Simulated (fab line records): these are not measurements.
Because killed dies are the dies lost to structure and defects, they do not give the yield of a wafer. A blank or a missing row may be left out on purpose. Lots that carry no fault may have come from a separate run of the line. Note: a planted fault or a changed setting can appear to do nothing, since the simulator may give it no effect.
Struck lot and sound lot, side by side :: flow n5Finfet :: 37 out of 1938 route steps
Sound: wafers L470.2, L470.3, L470.4. Struck: wafer L477.4 (left out: L477.3, L477.6 of the same lot, which were not struck); the cause appears at the end.
At each step with rows: each side's tool, then ch and its chambers, then its first start. Under that, the readings that differ: sound wafers :: struck wafers :: difference of the means :: sigmas: that difference in standard deviations of wafers without a fault.
alike: readings with means less than 2 such deviations apart, plus words and numbers identical on both sides. not compared: withheld readings, readings lacking a value on some wafer, bounds such as >300 that could conceal the same value, and numbers that have no deviation in the record and whose values overlap.
Wherever a step has rows on one side only, a row that says differs or no value, or a row with sigmas, the two part there. Numbers that don't overlap but have no deviation are shown without sigmas and don't part them. Lack of a reading on every wafer of one side parts them only where that side has two or more wafers.

first, 9 steps without rows for these wafers: N5_BEOL_M10_ALD_74 (deposits TaN, target thk 2 nm, pulse time 2 s, purge time 3 s); N5_BEOL_M10_SURFACE_TREAT_76; N5_BEOL_M10_CVD_75 (deposits Co from CCTBA/H2, target thk 2 nm, time 138.9 s); N5_BEOL_M10_SPUTTER_48 (material Cu, target thk 12 nm, time 2 s); N5_BEOL_M10_ECD_50 (material Cu, target thk 318 nm); N5_BEOL_M10_ANNEAL_51 (time 90 s); N5_BEOL_M10_CMP_52 (polishes, stops on SiCOH lowk, t overpolish 7 s, target thk 140 nm); N5_BEOL_M10_PRE_CLEAN_55 (time 15 s); N5_BEOL_M10_DEP_56 (deposits SiCN from 3MS/NH3, target thk 15 nm, time 26.5 s).
N5_BEOL_M11_ILD_DEP_00: deposits SiCOH lowk from DEMS/porogen, target thk 308.51 nm, time 58 s.
  sound on pecvd-04 ch 0,1, day 12 11:53; struck on pecvd-04 ch 0, day 13 15:53
reading: runLengthS (s)
sound: 100.4 100.5 101.0
struck: 109.9
difference: +9.3
sigmas: +20

reading: model.SiCOH_lowk_of_BEOL_M11_ILD_DEP_00.thkNm (nm)
sound: 309.4 309.4 315.4
struck: 360.4
difference: +49.0
sigmas: 
  alike: chamberPressureTorr, heaterPowerW, showerheadPlenumPTorr, throttleValvePct
then, 1 step without rows for these wafers: N5_BEOL_M11_CURE_71 (cures SiCOH lowk, time 240 s).
N5_BEOL_M11_THK_MEAS_01:
  sound: filmMetro-02 at day 12 12:29; struck: filmMetro-02 at day 13 16:40
reading: M11_ILD_THK (nm)
sound: 269 269 274
struck: 314
difference: +43
sigmas: +11
then, 23 steps without rows for these wafers: N5_BEOL_M11_PECVD_70 (deposits SiO2 from TEOS/O2, target thk 20 nm, time 22.7 s); N5_BEOL_M11_HM_DEP_02 (deposits TiN, target thk 20 nm); N5_BEOL_M11_COAT_59 (time 60 s, resist thk 100 nm); N5_BEOL_M11_COAT_60 (time 60 s, resist thk 30 nm); N5_BEOL_M11_COAT_05 (resist thk 90 nm); N5_BEOL_M11_EBR_07; N5_BEOL_M11_SOFTBAKE_06 (time 60 s); N5_BEOL_M11_EXPOSE_08 (exposes mask M11); N5_BEOL_M11_PEB_09 (peb time 60 s); N5_BEOL_M11_DEVELOP_10 (develop time 30 s); N5_BEOL_M11_DESCUM_16 (chemistry O2, time 7.9 s); N5_BEOL_M11_ETCH_61 (etches SiARC in CF4, target depth 39 nm, time 65 s); N5_BEOL_M11_ETCH_62 (etches SOC in N2/H2, target depth 110 nm, overetch 22 nm, time 165 s); N5_BEOL_M11_STRIP_68 (strips in N2/H2); N5_BEOL_M11_STRIP_67 (strips in CF4); N5_BEOL_M11_HM_OPEN_17 (chemistry Cl2/BCl3, target TiN, target depth 20 nm, overetch 6 nm); N5_BEOL_M11_STRIP_19 (strips in O2); N5_BEOL_M11_COAT_63 (time 60 s, resist thk 100 nm); N5_BEOL_M11_COAT_64 (time 60 s, resist thk 30 nm); N5_BEOL_M11_COAT_22 (resist thk 90 nm); N5_BEOL_M11_EBR_24; N5_BEOL_M11_SOFTBAKE_23 (time 60 s); N5_BEOL_M11_EXPOSE_25 (exposes mask V10).
N5_BEOL_M11_CMP_52: polishes, stops on SiCOH lowk, t overpolish 7 s, target thk 140 nm.
  sound on cmp-04 ch 1,2,3, day 12 19:11; struck on cmp-04 ch 1, day 14 02:43
reading: model.SiCOH_lowk_of_BEOL_M11_ILD_DEP_00.thkNm (nm)
sound: 265.8 265.8 271.2
struck: 311
difference: +43
sigmas: 
  alike: motorCurrentA, slurryFlowMlMin
then, 1 step without rows for these wafers: N5_PASSIVATION_PROBE_49.

WHERE THEY PART
First at N5_BEOL_M11_ILD_DEP_00; last, within this record, at N5_BEOL_M11_THK_MEAS_01. Later steps at which nothing parts them and some readings are alike: N5_BEOL_M11_CMP_52.

WHY: the cause the simulator had injected
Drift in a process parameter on pecvd-04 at N5_BEOL_M11_ILD_DEP_00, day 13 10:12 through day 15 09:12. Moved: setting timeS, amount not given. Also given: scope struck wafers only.
